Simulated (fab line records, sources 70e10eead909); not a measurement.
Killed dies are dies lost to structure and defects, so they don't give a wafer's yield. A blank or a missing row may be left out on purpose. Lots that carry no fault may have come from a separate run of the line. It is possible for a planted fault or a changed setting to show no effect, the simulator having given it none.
Chamber matching / flow nand_harc / pecvd-01 running NHARC_A_STAIRCASE_DEP_280: 3 sister chambers
The step deposits SiON, target thk 30 nm. 18 wafers are shown with their chamber, then 9 later ones without.

WAFERS, EACH WITH ITS CHAMBER
wafer=L076.4; chamber=2; heater_power_w (W)=636; susceptor_temp_C (C)=400.23
wafer=L076.5; chamber=0; heater_power_w (W)=628; susceptor_temp_C (C)=399.73
wafer=L076.6; chamber=1; heater_power_w (W)=703; susceptor_temp_C (C)=399.95
wafer=L077.1; chamber=0; heater_power_w (W)=614; susceptor_temp_C (C)=400.46
wafer=L077.2; chamber=2; heater_power_w (W)=707; susceptor_temp_C (C)=399.96
wafer=L077.4; chamber=1; heater_power_w (W)=652; susceptor_temp_C (C)=399.70
wafer=L078.2; chamber=2; heater_power_w (W)=735; susceptor_temp_C (C)=400.20
wafer=L078.4; chamber=1; heater_power_w (W)=680; susceptor_temp_C (C)=400.04
wafer=L078.6; chamber=0; heater_power_w (W)=635; susceptor_temp_C (C)=400.03
wafer=L080.1; chamber=1; heater_power_w (W)=660; susceptor_temp_C (C)=400.21
wafer=L080.4; chamber=0; heater_power_w (W)=604; susceptor_temp_C (C)=400.34
wafer=L080.5; chamber=1; heater_power_w (W)=658; susceptor_temp_C (C)=400.20
wafer=L082.1; chamber=1; heater_power_w (W)=726; susceptor_temp_C (C)=400.02
wafer=L082.4; chamber=0; heater_power_w (W)=617; susceptor_temp_C (C)=400.12
wafer=L082.6; chamber=1; heater_power_w (W)=574; susceptor_temp_C (C)=399.94
wafer=L087.2; chamber=2; heater_power_w (W)=628; susceptor_temp_C (C)=399.91
wafer=L087.4; chamber=0; heater_power_w (W)=698; susceptor_temp_C (C)=399.79
wafer=L087.6; chamber=2; heater_power_w (W)=620; susceptor_temp_C (C)=399.91

SIGNATURES, as means of the wafers listed above
reading=heater_power_w; chamber 0=632.67; chamber 1=664.71; chamber 2=665.20; scatter within a chamber=45.1
reading=susceptor_temp_C; chamber 0=400.0783; chamber 1=400.0086; chamber 2=400.0420; scatter within a chamber=0.217
Rule: a wafer lies at a distance from a chamber equal to the root of the sum of squares, over the readings, of (its reading less the chamber's mean, divided by the reading's scatter). If the next closest chamber is less than 2 further off than the closest, the wafer can't be placed; otherwise it belongs to the closest. How the scatter is found: for the shown wafers, subtract from each reading the mean of its chamber, square and add these, divide the total by (wafers less chambers), then take the root.

WAFERS WHOSE CHAMBER IS MISSING
wafer=L088.2; heater_power_w (W)=707; susceptor_temp_C (C)=399.91
wafer=L088.5; heater_power_w (W)=722; susceptor_temp_C (C)=399.67
wafer=L088.6; heater_power_w (W)=627; susceptor_temp_C (C)=400.20
wafer=L096.2; heater_power_w (W)=588; susceptor_temp_C (C)=399.87
wafer=L096.5; heater_power_w (W)=672; susceptor_temp_C (C)=400.31
wafer=L096.6; heater_power_w (W)=611; susceptor_temp_C (C)=400.31
wafer=L097.1; heater_power_w (W)=700; susceptor_temp_C (C)=399.80
wafer=L097.2; heater_power_w (W)=643; susceptor_temp_C (C)=399.70
wafer=L097.5; heater_power_w (W)=715; susceptor_temp_C (C)=399.49

EACH ONE'S CHAMBER
wafer=L088.2; from the rows above=can't be placed: 1 or 2 or 0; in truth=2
wafer=L088.5; from the rows above=can't be placed: 1 or 2 or 0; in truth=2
wafer=L088.6; from the rows above=can't be placed: 0 or 2 or 1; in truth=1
wafer=L096.2; from the rows above=can't be placed: 0 or 1 or 2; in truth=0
wafer=L096.5; from the rows above=can't be placed: 2 or 0 or 1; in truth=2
wafer=L096.6; from the rows above=can't be placed: 0 or 2 or 1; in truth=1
wafer=L097.1; from the rows above=can't be placed: 1 or 2 or 0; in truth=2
wafer=L097.2; from the rows above=can't be placed: 1 or 2 or 0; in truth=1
wafer=L097.5; from the rows above=can't be placed: 1 or 2 or 0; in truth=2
Correct placement for 0 of the 9. Not placeable from these rows: 9 (in 9, the candidates include the true chamber). 0 placed wrongly.
